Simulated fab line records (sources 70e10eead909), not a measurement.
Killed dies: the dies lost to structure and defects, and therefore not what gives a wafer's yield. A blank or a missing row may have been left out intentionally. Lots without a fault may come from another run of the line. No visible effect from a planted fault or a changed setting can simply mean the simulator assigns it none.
What tool caused it? :: flow nand_harc :: 14 lots, 41 wafers sampled, at 2 steps of a route of 1159

== WHAT EACH GAUGE READ, for each wafer ==
NHARC_A_BLC_INSPECT_28. Usual: raw_defect_count reads 451 (standard deviation 150).
lot: L522
measured: day 17 12:40
on: defect_inspect-01
raw_defect_count: 666 512 797
flag: 

lot: L521
measured: day 17 13:31
on: defect_inspect-01
raw_defect_count: 423 347 359
flag: 

lot: L526
measured: day 17 20:26
on: defect_inspect-01
raw_defect_count: 346 374 469
flag: 

lot: L523
measured: day 18 00:20
on: defect_inspect-02
raw_defect_count: 523 319 547
flag: 

lot: L524
measured: day 18 00:54
on: defect_inspect-02
raw_defect_count: 395 632 581
flag: 

lot: L528
measured: day 18 23:53
on: defect_inspect-02
raw_defect_count: 381 346 443
flag: 

lot: L525
measured: day 19 05:58
on: defect_inspect-02
raw_defect_count: 405 442 403
flag: 

lot: L529
measured: day 19 18:22
on: defect_inspect-01
raw_defect_count: 376 301 339
flag: 

lot: L530
measured: day 19 20:08
on: defect_inspect-01
raw_defect_count: 661 275 377
flag: 

lot: L531
measured: day 20 18:22
on: defect_inspect-01
raw_defect_count: 409 445 447
flag: 

lot: L534
measured: day 20 21:36
on: defect_inspect-02
raw_defect_count: 430 354 434
flag: 

lot: L538
measured: day 22 04:31
on: defect_inspect-02
raw_defect_count: 504 411 402
flag: 

lot: L543
measured: day 23 04:43
on: defect_inspect-02
raw_defect_count: 335 263
flag: 

lot: L542
measured: day 23 05:41
on: defect_inspect-02
raw_defect_count: 495 440 540
flag: 

== WHAT TOOL EACH LOT RAN ON (gives the tool, then ch and the chambers of the sampled wafers, and finally the start) ==
lot: L522
NHARC_A_BLC_STRIP_21: rie_diel-11 ch 0,3, day 17 10:08

lot: L521
NHARC_A_BLC_STRIP_21: rie_diel-09 ch 0,1, day 17 11:44

lot: L526
NHARC_A_BLC_STRIP_21: rie_diel-11 ch 1,3, day 17 17:42

lot: L523
NHARC_A_BLC_STRIP_21: rie_diel-09 ch 0,2,3, day 17 22:31

lot: L524
NHARC_A_BLC_STRIP_21: rie_diel-09 ch 0,1,3, day 17 23:06

lot: L528
NHARC_A_BLC_STRIP_21: rie_diel-11 ch 1,2, day 18 22:04

lot: L525
NHARC_A_BLC_STRIP_21: rie_diel-11 ch 0,2, day 18 23:58

lot: L529
NHARC_A_BLC_STRIP_21: rie_diel-11 ch 0,1,2, day 19 16:32

lot: L530
NHARC_A_BLC_STRIP_21: rie_diel-11 ch 0,2,3, day 19 18:19

lot: L531
NHARC_A_BLC_STRIP_21: rie_diel-11 ch 0,1,2, day 20 16:32

lot: L534
NHARC_A_BLC_STRIP_21: rie_diel-09 ch 1,2,3, day 20 19:47

lot: L538
NHARC_A_BLC_STRIP_21: rie_diel-11 ch 1,3, day 21 23:36

lot: L543
NHARC_A_BLC_STRIP_21: rie_diel-09 ch 2, day 23 02:55

lot: L542
NHARC_A_BLC_STRIP_21: rie_diel-11 ch 0,2,3, day 23 03:44
- NHARC_A_BLC_STRIP_21: strips in O2.

== AS READ BY THE TOOLS THEMSELVES (means over the sampled wafers that have a number; for cases with no such wafer, the mark the record gives instead) ==
NHARC_A_BLC_STRIP_21. Usual: drypump_motor_current_A 5.60 A, standard deviation 0.24; oes_product_au 1.000 a.u., standard deviation 0.0098; rf_vpp_V 57.5 V, standard deviation 0.82; showerhead_plenum_p_Torr 3.45 Torr, standard deviation 0.13; throttle_valve_pct 17.037 %, standard deviation 0.0091.
lot: L522
tool: rie_diel-11
drypump_motor_current_A (A): 5.73
oes_product_au (a.u.): 1.006
rf_vpp_V (V): 57.8
showerhead_plenum_p_Torr (Torr): 3.40
throttle_valve_pct (%): 17.034
flag: 

lot: L521
tool: rie_diel-09
drypump_motor_current_A (A): 5.60
oes_product_au (a.u.): 1.002
rf_vpp_V (V): 57.7
showerhead_plenum_p_Torr (Torr): 3.70
throttle_valve_pct (%): 17.027
flag: 

lot: L526
tool: rie_diel-11
drypump_motor_current_A (A): 5.78
oes_product_au (a.u.): 1.000
rf_vpp_V (V): 57.5
showerhead_plenum_p_Torr (Torr): 3.46
throttle_valve_pct (%): 17.041
flag: 

lot: L523
tool: rie_diel-09
drypump_motor_current_A (A): 5.59
oes_product_au (a.u.): 1.002
rf_vpp_V (V): 57.6
showerhead_plenum_p_Torr (Torr): 3.41
throttle_valve_pct (%): 17.042
flag: 

lot: L524
tool: rie_diel-09
drypump_motor_current_A (A): 5.55
oes_product_au (a.u.): 0.990
rf_vpp_V (V): 57.7
showerhead_plenum_p_Torr (Torr): 3.56
throttle_valve_pct (%): 17.034
flag: 

lot: L528
tool: rie_diel-11
drypump_motor_current_A (A): 5.58
oes_product_au (a.u.): 0.982
rf_vpp_V (V): 57.9
showerhead_plenum_p_Torr (Torr): 3.41
throttle_valve_pct (%): 17.043
flag: 

lot: L525
tool: rie_diel-11
drypump_motor_current_A (A): 5.54
oes_product_au (a.u.): 0.999
rf_vpp_V (V): 57.7
showerhead_plenum_p_Torr (Torr): 3.36
throttle_valve_pct (%): 17.032
flag: 

lot: L529
tool: rie_diel-11
drypump_motor_current_A (A): 5.49
oes_product_au (a.u.): 0.998
rf_vpp_V (V): 57.8
showerhead_plenum_p_Torr (Torr): 3.41
throttle_valve_pct (%): 17.039
flag: 

lot: L530
tool: rie_diel-11
drypump_motor_current_A (A): 5.63
oes_product_au (a.u.): 0.996
rf_vpp_V (V): 57.0
showerhead_plenum_p_Torr (Torr): 3.38
throttle_valve_pct (%): 17.033
flag: 

lot: L531
tool: rie_diel-11
drypump_motor_current_A (A): 5.48
oes_product_au (a.u.): 0.994
rf_vpp_V (V): 57.7
showerhead_plenum_p_Torr (Torr): 3.41
throttle_valve_pct (%): 17.034
flag: 

lot: L534
tool: rie_diel-09
drypump_motor_current_A (A): 5.68
oes_product_au (a.u.): 0.999
rf_vpp_V (V): 57.3
showerhead_plenum_p_Torr (Torr): 3.47
throttle_valve_pct (%): 17.038
flag: 

lot: L538
tool: rie_diel-11
drypump_motor_current_A (A): 5.62
oes_product_au (a.u.): 1.004
rf_vpp_V (V): 58.5
showerhead_plenum_p_Torr (Torr): 3.48
throttle_valve_pct (%): 17.051
flag: 

lot: L543
tool: rie_diel-09
drypump_motor_current_A (A): 5.84
oes_product_au (a.u.): 0.992
rf_vpp_V (V): 57.8
showerhead_plenum_p_Torr (Torr): 3.31
throttle_valve_pct (%): 17.044
flag: 

lot: L542
tool: rie_diel-11
drypump_motor_current_A (A): 5.61
oes_product_au (a.u.): 0.999
rf_vpp_V (V): 58.0
showerhead_plenum_p_Torr (Torr): 3.38
throttle_valve_pct (%): 17.034
flag: 

== THE ANSWER, worked out from the rows above alone ==
Rule: a lot counts as off when the mean over its wafers that have a number is more than 3 standard deviations away from the usual mean. A lot without any number at a reading at which 4 lots or more have one is off too. Where the step has rows for the other lots, those lots are counted as sound. After the gauges, taken in route order, come the tools' own readings; for these a lot's mean is taken, as printed above. At the first step where some lot is off, the reading lying furthest off is the one used; lots without a number count as furthest.
Across all readings shown, no lot is off: no conclusion can be drawn from this.

== WHAT THE SIMULATOR HAD INSERTED ==
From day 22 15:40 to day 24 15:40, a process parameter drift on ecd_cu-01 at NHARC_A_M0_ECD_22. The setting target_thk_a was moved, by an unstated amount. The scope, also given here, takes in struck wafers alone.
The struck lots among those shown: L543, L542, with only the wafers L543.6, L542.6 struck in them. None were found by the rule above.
